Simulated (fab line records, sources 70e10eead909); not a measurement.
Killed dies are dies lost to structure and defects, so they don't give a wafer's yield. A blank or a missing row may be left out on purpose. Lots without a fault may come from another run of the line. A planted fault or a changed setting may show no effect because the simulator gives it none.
fab line records | flow nand_harc
record lots=14 wafers=42 last_day=24
route steps=1159 shown P_ZERO_WELL@14 P_GATE@185
lots that met no fault: from a run of the same line without faults
start_h: hours from the record's first day to the start of the lot's first wafer shown | wait_h: hours since the lot's step before | " the same as in the row above | L1.1+2: a row that stands for several wafers | - no value, or no start given | * or withheld: withheld | < > ~ a bound
route shown NAME@n: a module of which the file shows steps, and the number in the route of the first | usual: mean/standard deviation of fault-free wafers | same: alike in all rows | chamber/n: place in a boat | sites: the reading at each site | _std_site: their standard deviation | _edge_site: outer sites' mean less inner sites' | radius_mm: how far each site lies from the wafer's centre | mask NAME#n: copy n | behind: the tool/chamber that last shaped the wafer | hold: why the lot was held/for how many hours/how that ended | device: the transistor (n, p or np) that didn't switch | end of line: the same wafers' tests at the end of the route | a step without rows: its recipe alone | killed: dies lost to structure and defects at the first sort, not the wafer's yield | map: a wafer's dies, x killed, . not, _ none there
set.NAME: the setting as run; set.NAME@STEP: as run at that earlier step | model.NAME: the simulator's own value behind a step, which no gauge read
steps of the route over a sample of lots; a table a step, a row a wafer
services: from which hour (start_h, from the record's first day; less than 0 if before it) a tool's chamber was out of use, for how many hours, and why
## steps
# step NHARC_P_ZERO_WELL_CD_MEAS_11
# recipe target_cd_nm=500 landing_energy_ev=500
# usual cd_nm=499.6/1.7
# columns lot.wafer tool chamber start_h wait_h cd_nm
L609.1 cd_sem-01 0 13.12 - 500.7
L609.2 " 0 " " 501.4
L609.6 " 0 " " 502.1
L610.1 cd_sem-01 0 19.11 - 500.3
L610.2 " 0 " " 500.9
L610.6 " 0 " " 500.3
L611.1 cd_sem-02 0 25.11 - 498.8
L611.4 " 0 " " 499.3
L611.5 " 0 " " 499.7
L612.3 cd_sem-02 0 31.12 - 501.4
L612.4 " 0 " " 498.0
L612.5 " 0 " " 500.7
L613.1 cd_sem-02 0 37.11 - 501.1
L613.2 " 0 " " 497.9
L613.5 " 0 " " 499.3
L621.1 cd_sem-02 0 85.25 - 500.1
L621.2 " 0 " " 497.3
L621.4 " 0 " " 499.0
L625.2 cd_sem-03 0 109.13 - 499.1
L625.4 " 0 " " 500.4
L625.6 " 0 " " 496.5
L626.1 cd_sem-02 0 115.24 - 498.8
L626.3 " 0 " " 497.3
L626.6 " 0 " " 498.2
L627.1 cd_sem-01 0 121.29 - 496.2
L627.3 " 0 " " 497.8
L627.5 " 0 " " 494.5
L628.1 cd_sem-01 0 127.36 - 498.9
L628.2 " 0 " " 498.9
L628.3 " 0 " " 500.8
L629.3 cd_sem-03 0 133.50 - 500.2
L629.4 " 0 " " 499.5
L629.6 " 0 " " 500.5
L630.3 cd_sem-03 0 139.25 - 499.6
L630.5 " 0 " " 497.1
L630.6 " 0 " " 502.0
L631.1 cd_sem-03 0 145.25 - 499.7
L631.4 " 0 " " 499.1
L631.6 " 0 " " 500.7
L632.1 cd_sem-03 0 151.11 - 498.1
L632.2 " 0 " " 499.1
L632.6 " 0 " " 500.7
# step NHARC_P_ZERO_WELL_IMPLANT_27
# recipe energy_kev=600 dose_cm2=1e+13 tilt_deg=7
# same implant_ion_amu=31
# columns lot.wafer tool chamber start_h wait_h
L609.1+2+6 implanter-01 0 14.79 0.1
L610.1+2+6 implanter-02 0 20.76 0.1
L611.1+4+5 implanter-01 0 26.79 0.1
L612.3+4+5 implanter-02 0 32.87 0.2
L612.3+4+5 implanter-02 0 33.29 0.4
L613.1+2+5 implanter-01 0 38.80 0.2
L613.1+2+5 implanter-01 0 39.22 0.4
L621.1+2+4 implanter-01 0 86.90 0.1
L625.2+4+6 implanter-02 0 110.80 0.1
L626.1+3+6 implanter-02 0 116.76 0.1
L627.1+3+5 implanter-01 0 122.94 0.1
L628.1+2+3 implanter-02 0 129.01 0.1
L629.3+4+6 implanter-02 0 135.21 0.2
L630.3+5+6 implanter-02 0 140.97 0.2
L631.1+4+6 implanter-01 0 146.91 0.1
L632.1+2+6 implanter-02 0 152.78 0.1
# step NHARC_P_GATE_CD_MEAS_59
# recipe target_cd_nm=720 landing_energy_ev=500
# usual cd_nm=719.5/1.9
# columns lot.wafer tool chamber start_h wait_h cd_nm
L609.1 cd_sem-02 0 105.52 - 722.5
L609.2 " 0 " " 718.2
L609.6 " 0 " " 721.6
L610.1 cd_sem-02 0 106.19 - 721.2
L610.2 " 0 " " 719.6
L610.6 " 0 " " 719.7
L611.1 cd_sem-03 0 112.34 - 720.3
L611.4 " 0 " " 720.4
L611.5 " 0 " " 719.7
L612.3 cd_sem-02 0 120.25 - 720.3
L612.4 " 0 " " 718.2
L612.5 " 0 " " 721.7
L613.1 cd_sem-03 0 120.82 - 720.1
L613.2 " 0 " " 719.6
L613.5 " 0 " " 722.0
L621.1 cd_sem-01 0 180.93 - 719.8
L621.2 " 0 " " 719.5
L621.4 " 0 " " 721.8
L626.1 cd_sem-03 0 200.88 - 719.8
L626.3 " 0 " " 715.3
L626.6 " 0 " " 716.6
L625.2 cd_sem-02 0 201.58 - 718.4
L625.4 " 0 " " 717.5
L625.6 " 0 " " 716.2
L628.1 cd_sem-02 0 212.26 - 721.0
L628.2 " 0 " " 721.0
L628.3 " 0 " " 721.1
L627.1 cd_sem-02 0 213.67 - 720.9
L627.3 " 0 " " 721.1
L627.5 " 0 " " 721.3
L630.3 cd_sem-01 0 223.64 - 718.0
L630.5 " 0 " " 721.9
L630.6 " 0 " " 720.8
L629.3 cd_sem-03 0 223.82 - 718.4
L629.4 " 0 " " 720.0
L629.6 " 0 " " 720.9
L631.1 cd_sem-01 0 239.88 - 718.1
L631.4 " 0 " " 718.7
L631.6 " 0 " " 718.1
L632.1 cd_sem-03 0 240.04 - 716.5
L632.2 " 0 " " 721.9
L632.6 " 0 " " 716.5
# step NHARC_P_GATE_RTA_64
# recipe temp_c=1050 time_s=1
# usual lamp_power_pct=31.7/1.7 wafer_temp_C_max=1054.6/0.94
# columns lot.wafer tool chamber start_h wait_h lamp_power_pct wafer_temp_C_max
L609.1 rtp_anneal-02 0 109.20 - 33.3 1052.5
L609.2 " 0 " " 33.3 1053.5
L609.6 " 0 " " 33.4 1055.7
L610.1 rtp_anneal-01 0 109.73 - 30.0 1055.9
L610.2 " 0 " " 29.9 1054.4
L610.6 " 0 " " 30.0 1054.6
L611.1 rtp_anneal-01 0 115.92 - 30.0 1052.7
L611.4 " 0 " " 30.0 1055.7
L611.5 " 0 " " 29.9 1055.4
L612.3 rtp_anneal-02 0 123.83 - 33.4 1054.8
L612.4 " 0 " " 33.3 1055.1
L612.5 " 0 " " 33.4 1053.5
L613.1 rtp_anneal-01 0 124.21 - 30.0 1054.3
L613.2 " 0 " " 29.9 1056.3
L613.5 " 0 " " 30.0 1054.4
L621.1 rtp_anneal-02 0 184.75 - 33.4 1054.5
L621.2 " 0 " " 33.4 1054.5
L621.4 " 0 " " 33.3 1055.3
L626.1 rtp_anneal-02 0 204.36 - 33.3 1054.4
L626.3 " 0 " " 33.4 1052.6
L626.6 " 0 " " 33.4 1055.6
L625.2 rtp_anneal-01 0 205.54 - 30.0 1055.6
L625.4 " 0 " " 29.9 1055.4
L625.6 " 0 " " 30.0 1053.6
L628.1 rtp_anneal-02 0 215.77 - 33.3 1056.6
L628.2 " 0 " " 33.3 1054.4
L628.3 " 0 " " 33.3 1055.2
L627.1 rtp_anneal-02 0 217.16 - 33.3 1053.3
L627.3 " 0 " " 33.4 1056.4
L627.5 " 0 " " 33.3 1054.5
L630.3 rtp_anneal-01 0 227.73 - 30.0 1053.7
L630.5 " 0 " " 30.0 1054.1
L630.6 " 0 " " 30.0 1054.1
L629.3 rtp_anneal-02 0 228.28 - 33.3 1054.9
L629.4 " 0 " " 33.4 1053.2
L629.6 " 0 " " 33.4 1054.6
L631.1 rtp_anneal-02 0 243.40 - 33.3 1054.7
L631.4 " 0 " " 33.4 1055.0
L631.6 " 0 " " 33.3 1054.1
L632.1 rtp_anneal-01 0 243.89 - 29.9 1055.6
L632.2 " 0 " " 29.9 1054.6
L632.6 " 0 " " 30.0 1054.7
## services
# columns tool chamber start_h hours kind
implanter-02 - -7.28 1.8 repair
implanter-01 - 5.03 2.6 repair
implanter-02 - 85.00 13.0 pm
implanter-02 - 135.79 1.0 repair
## key
first_sign step=NHARC_P_ZERO_WELL_IMPLANT_27 reading=visit direction=added
effect none on later readings
met_at NHARC_P_ZERO_WELL_IMPLANT_27
struck_lots L612,L613
tester_left_out L612,L613
not_acting_at NHARC_P_ZERO_WELL_CD_MEAS_11,NHARC_P_GATE_CD_MEAS_59,NHARC_P_GATE_RTA_64
fault kind=repeated_step_whole tool=implanter-01,implanter-02 chamber=- onset_h=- steps=NHARC_P_ZERO_WELL_IMPLANT_27 times=1 scope=struck_lots_only
# tester_left_out: of these lots the tester's yield and bins aren't shown, on N5 and GAA mostly nor the transistor test; their killed dies are dies lost to structure and defects alone, not to doping, threshold or leakage, so they don't give the yield
